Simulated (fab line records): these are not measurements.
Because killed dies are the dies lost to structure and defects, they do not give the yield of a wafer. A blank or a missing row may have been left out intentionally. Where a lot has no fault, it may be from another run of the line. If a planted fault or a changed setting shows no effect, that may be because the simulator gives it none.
A lot that was struck, set against a sound lot -- flow n5Finfet -- 15 steps out of a route of 1938
Sound: the wafers L341.1, L341.4, L341.6. Wafers L358.1, L358.3 were the ones struck. The cause comes at the end.
For every step that has rows: the tool of each side, followed by ch and its chambers, followed by its first start. Under that, the readings that differ: sound wafers -- struck wafers -- difference of the means -- sigmas: that difference in standard deviations of wafers without a fault.
alike: words and numbers the same on both sides, and readings whose means are apart by under 2 such deviations; not compared: readings that were withheld, readings missing a value for some wafer, numbers with overlapping values and no deviation given by the record, and bounds like >300 which may hide the same value.
Wherever a step has rows on one side only, a row that says differs or no value, or a row with sigmas, the two part there. Non-overlapping numbers with no deviation appear without sigmas and do not part them. A reading that every wafer of one side lacks parts them only if that side has two wafers or more.

first, 6 steps without rows for these wafers: N5_BEOL_M9_COAT_22 (resist thk 30 nm); N5_BEOL_M9_EBR_24; N5_BEOL_M9_SOFTBAKE_23 (time 60 s); N5_BEOL_M9_EXPOSE_25 (exposes mask V8); N5_BEOL_M9_PEB_26 (peb time 60 s); N5_BEOL_M9_DEVELOP_27 (develop time 30 s).
N5_BEOL_M9_CD_MEAS_28: the cd target is 70 nm.
  sound on cdSem-01 ch 0, day 11 17:33; struck on cdSem-01 ch 0, day 14 16:14
  alike: cdNm
N5_BEOL_M9_OVL_MEAS_29:
  sound on overlay-02 ch 0, day 11 17:35; struck on overlay-01 ch 0, day 14 16:20
  alike: V8_OVL
N5_BEOL_M9_INSPECT_30: inspects for defects (brightfield).
  sound on defectInspect-01 at day 11 17:38; struck on defectInspect-01 at day 14 16:24
  alike: rawDefectCount
N5_BEOL_M9_DESCUM_33: chemistry O2, time 7 s.
  sound on rieDiel-03 ch 0,1,2, day 11 17:41; struck on rieDiel-04 ch 0,3, day 14 16:26
  alike: drypumpMotorCurrentA, oesProductAu, rfVppV, showerheadPlenumPTorr, throttleValvePct
  not compared: rfHoursCounterH
N5_BEOL_M9_ETCH_76: etches underlayer in N2/H2, target depth 6.5 nm, time 5.2 s.
  sound on rieDiel-03 ch 0,1,2, day 11 17:43; struck on rieDiel-04 ch 0,3, day 14 16:28
  alike: biasW, drypumpMotorCurrentA, etchRfOnTimeS, n2FlowSccm, oesProductAu, rfVppV, showerheadPlenumPTorr, throttleValvePct
  not compared: rfHoursCounterH
N5_BEOL_M9_ETCH_65: etches SiARC in CF4, target depth 15.6 nm, time 26 s.
  sound on rieDiel-03 ch 0,1,2, day 11 17:44; struck on rieDiel-04 ch 0,3, day 14 16:29
  alike: biasW, drypumpMotorCurrentA, etchRfOnTimeS, oesProductAu, rfVppV, showerheadPlenumPTorr, throttleValvePct
  not compared: rfHoursCounterH
N5_BEOL_M9_ETCH_66: etches SOC in N2/H2, target depth 80 nm, overetch 16 nm, time 120 s.
  sound on rieDiel-03 ch 0,1,2, day 11 17:46; struck on rieDiel-04 ch 0,3, day 14 16:31
reading,sound,struck,difference,sigmas
model.SiARC_of_BEOL_M9_COAT_64.thkNm (nm),6.4 6.2 6,4.4 5,-1.5,
  alike: biasW, drypumpMotorCurrentA, n2FlowSccm, oesProductAu, rfVppV, showerheadPlenumPTorr, throttleValvePct
  not compared: rfHoursCounterH
then, 2 steps without rows for these wafers: N5_BEOL_M9_STRIP_69 (strips in N2/H2); N5_PASSIVATION_PROBE_49.

## WHERE THEY PART
Nowhere in this record.

WHY: the cause the simulator had injected
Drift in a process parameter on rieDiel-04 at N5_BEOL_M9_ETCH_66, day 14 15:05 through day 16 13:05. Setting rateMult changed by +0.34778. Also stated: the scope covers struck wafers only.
